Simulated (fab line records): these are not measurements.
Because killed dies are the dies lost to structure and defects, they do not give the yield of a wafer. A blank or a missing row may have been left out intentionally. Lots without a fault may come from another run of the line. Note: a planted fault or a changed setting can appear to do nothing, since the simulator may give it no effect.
Chamber matching | flow n5 finfet | cvd co-02 running N5_BEOL_M2_CO_CAP_55: 3 sister chambers
The step material Co, precursor CCTBA/H2, target thk 2 nm, time 102.1 s. 22 wafers are shown with their chamber, then 11 later ones without.

== EACH WAFER AND ITS CHAMBER ==
wafer  | chamber | heater power w (W)
L074.1 | 2       | 299
L074.3 | 0       | 229
L074.6 | 0       | 232
L076.1 | 0       | 231
L076.3 | 2       | 290
L076.6 | 2       | 294
L080.1 | 2       | 294
L080.2 | 1       | 262
L080.3 | 0       | 229
L080.4 | 1       | 252
L080.5 | 0       | 227
L080.6 | 2       | 296
L085.1 | 0       | 236
L085.2 | 2       | 302
L085.3 | 1       | 256
L085.4 | 0       | 226
L085.5 | 1       | 269
L085.6 | 2       | 296
L086.1 | 2       | 295
L086.3 | 1       | 255
L086.4 | 0       | 231
L087.2 | 1       | 258

SIGNATURES, as means of the wafers listed above
reading        | chamber 0 | chamber 1 | chamber 2 | scatter within a chamber
heater power w | 230.12    | 258.67    | 295.75    | 4.24
Rule: distance of a wafer from a chamber = root of the sum over the readings of ((wafer's reading minus chamber's mean) / reading's scatter) squared. If the next closest chamber is less than 2 further off than the closest, the wafer can't be placed; otherwise it belongs to the closest. The scatter: the root of (the sum of the squares of (reading less its chamber's mean) over the shown wafers, divided by (wafers less chambers)).

== WAFERS WITHOUT THEIR CHAMBER ==
wafer  | heater power w (W)
L087.3 | 233
L087.5 | 257
L089.1 | 300
L089.5 | 260
L089.6 | 295
L090.1 | 257
L090.3 | 299
L090.5 | 298
L095.2 | 232
L095.4 | 303
L095.6 | 257

== WHICH CHAMBER EACH WENT THROUGH ==
wafer  | from the rows above | in truth
L087.3 | 0                   | 0
L087.5 | 1                   | 1
L089.1 | 2                   | 2
L089.5 | 1                   | 1
L089.6 | 2                   | 2
L090.1 | 1                   | 1
L090.3 | 2                   | 2
L090.5 | 2                   | 2
L095.2 | 0                   | 0
L095.4 | 2                   | 2
L095.6 | 1                   | 1
11 of 11 placed correctly. Can't be placed from these rows: 0. 0 placed wrongly.
